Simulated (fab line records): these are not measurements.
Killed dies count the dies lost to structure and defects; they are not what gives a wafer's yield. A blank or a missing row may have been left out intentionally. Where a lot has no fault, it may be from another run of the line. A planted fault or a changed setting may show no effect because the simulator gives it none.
Matching of chambers | flow n5 finfet | 4 sister chambers for N5_BEOL_M7_CMP_52 on cmp-04
The step polishes, stops on SiCOH lowk, t overpolish 6.9 s, target thk 80 nm. 8 wafers are shown with their chamber, then 11 later ones without.

== EACH WAFER AND ITS CHAMBER ==
wafer  | chamber | motor current A (A) | time to endpoint s (s)
L085.1 | 0       | 6.0                 | 57
L085.2 | 1       | 6.7                 | 65
L086.5 | 2       | 5.5                 | 64
L088.6 | 2       | 5.7                 | 62
L090.2 | 3       | 6.1                 | 61
L090.4 | 0       | 6.2                 | 56
L090.6 | 3       | 6.0                 | 58
L092.1 | 1       | 6.7                 | 62

== WAFERS WHOSE CHAMBER IS MISSING ==
wafer  | motor current A (A) | time to endpoint s (s)
L092.2 | 6.0                 | 58
L092.3 | 5.6                 | 66
L094.2 | 6.4                 | 66
L094.3 | 6.3                 | 69
L094.5 | 6.3                 | 64
L095.1 | 5.4                 | 68
L095.3 | 6.6                 | 66
L095.6 | 6.1                 | 61
L096.2 | 6.0                 | 59
L096.3 | 6.7                 | 66
L096.6 | 5.7                 | 65

== CHAMBER TAKEN BY EACH ==
wafer  | from the rows above          | in truth
L092.2 | can't be placed: 3 or 0      | 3
L092.3 | 2                            | 2
L094.2 | can't be placed: 1 or 3      | 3
L094.3 | can't be placed: 1 or 3      | 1
L094.5 | can't be placed: 3 or 1 or 0 | 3
L095.1 | 2                            | 2
L095.3 | 1                            | 1
L095.6 | can't be placed: 3 or 0      | 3
L096.2 | can't be placed: 3 or 0      | 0
L096.3 | 1                            | 1
L096.6 | 2                            | 2
5 of 11 placed correctly. Unplaceable from these rows: 6, with the true chamber sitting among the candidates in 6. 0 placed wrongly.
How it was worked out, from the rows above alone: a wafer's distance from a chamber is the root of the sum, over the readings, of the square of ((its reading less the chamber's mean) divided by the reading's scatter). If the next closest chamber is less than 2 further off than the closest, the wafer can't be placed; otherwise it belongs to the closest. Each chamber's mean is taken over the wafers shown for it. How the scatter is found: for the shown wafers, subtract from each reading the mean of its chamber, square and add these, divide the total by (wafers less chambers), then take the root.
